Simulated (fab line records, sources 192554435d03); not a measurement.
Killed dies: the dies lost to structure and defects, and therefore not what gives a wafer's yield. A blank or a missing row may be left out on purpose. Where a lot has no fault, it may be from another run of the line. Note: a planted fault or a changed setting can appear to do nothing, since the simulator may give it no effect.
Problem report in the 8D (eight disciplines) form, filled by code + flow n5-finfet + the parts of the form that need people (team, actions taken, sign-off) are left out

1. WHAT WENT WRONG
Wafers with no fault read 203.1 s with a standard deviation of 0.46, whereas run-length-s at N5_BEOL_M11_ETCH_66 reads a mean of 187.0 s on 1 wafer of 1 lot. That is -35 standard deviations from the usual mean.
The step: etches SOC in N2/H2, target depth 120 nm, overetch 24 nm, time 180 s.
First seen on wafer L290.2, day 15 07:10, on rie-diel-06. The record has a number at this step for 27 wafers belonging to 10 lots. The rule behind "out" and "out of limits": a value lying over 4 standard deviations away from the usual mean. Any other wafer with a number is counted as sound.

2. WHAT IT IS, WHAT IT ISN'T
| question                    | is                | is not                                                                                          |
|-----------------------------|-------------------|-------------------------------------------------------------------------------------------------|
| which readings at this step | run-length-s      | drypump-motor-current-A, oes-product-au, rf-vpp-V, showerhead-plenum-p-Torr, throttle-valve-pct |
| which lots                  | L290              | L276, L277, L278, L282, L284, L285, L287, L291, L299                                            |
| which wafers of those lots  | L290.2            | L290.5                                                                                          |
| read on which tools         | rie-diel-06       | rie-diel-02, rie-diel-04                                                                        |
| when                        | from day 15 07:10 | up to then (23 sound wafers); but 3 sound wafers of L299 came after                             |

3. THE SUSPECTS, EACH WITH WHAT RULES IT OUT
Counting: any tool at a process step up to the reading remains a suspect provided it ran every lot that is out. Sound lots after the first of them don't rule it out here, since some wafers of a struck lot are sound.
- rie-diel-04 at N5_BEOL_M11_DESCUM_16 (chemistry O2, time 7.9 s): kept. L290, the lot that is out, went through it at day 15 05:48; up to then, the latest sound lot through it was L282 at day 11 16:01.
- rie-diel-06 at N5_BEOL_M11_ETCH_66 (etches SOC in N2/H2, target depth 120 nm, overetch 24 nm, time 180 s): kept. L290, the lot that is out, went through it at day 15 07:10; up to then, the latest sound lot through it was L291 at day 15 06:35. On those wafers its own readings are out: run-length-s.
The count leaves rie-diel-06 at N5_BEOL_M11_ETCH_66 and rie-diel-04 at N5_BEOL_M11_DESCUM_16.

4. THE CAUSE (what the simulator had put in)
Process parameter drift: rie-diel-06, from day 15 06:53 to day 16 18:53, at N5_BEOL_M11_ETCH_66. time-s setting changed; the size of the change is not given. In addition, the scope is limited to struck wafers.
Of the 2 suspects that counting leaves, this tool is one.

5. THE EFFECT CHAIN, in route order
Each row: a reading where the mean over the struck wafers with a number is more than 3 standard deviations away from the usual. Only readings whose record carries a usual standard deviation are examined. hours: median over the lots of the time between each lot's start at the first step of this table that gives one and its start at this step. sigmas: the change, counted in usual standard deviations.
| hours | step                | reading      | usual   | on struck wafers | change | sigmas |
|-------|---------------------|--------------|---------|------------------|--------|--------|
| 0     | N5_BEOL_M11_ETCH_66 | run-length-s | 203.1 s | 187.0            | -16.1  | -35    |
Process steps it contains:
- N5_BEOL_M11_ETCH_66: etches SOC in N2/H2, target depth 120 nm, overetch 24 nm, time 180 s.

6. WHAT WOULD HAVE CAUGHT IT SOONER
First out-of-limits reading in this record: day 15 07:10, which is 0 hours after fault onset at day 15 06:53.
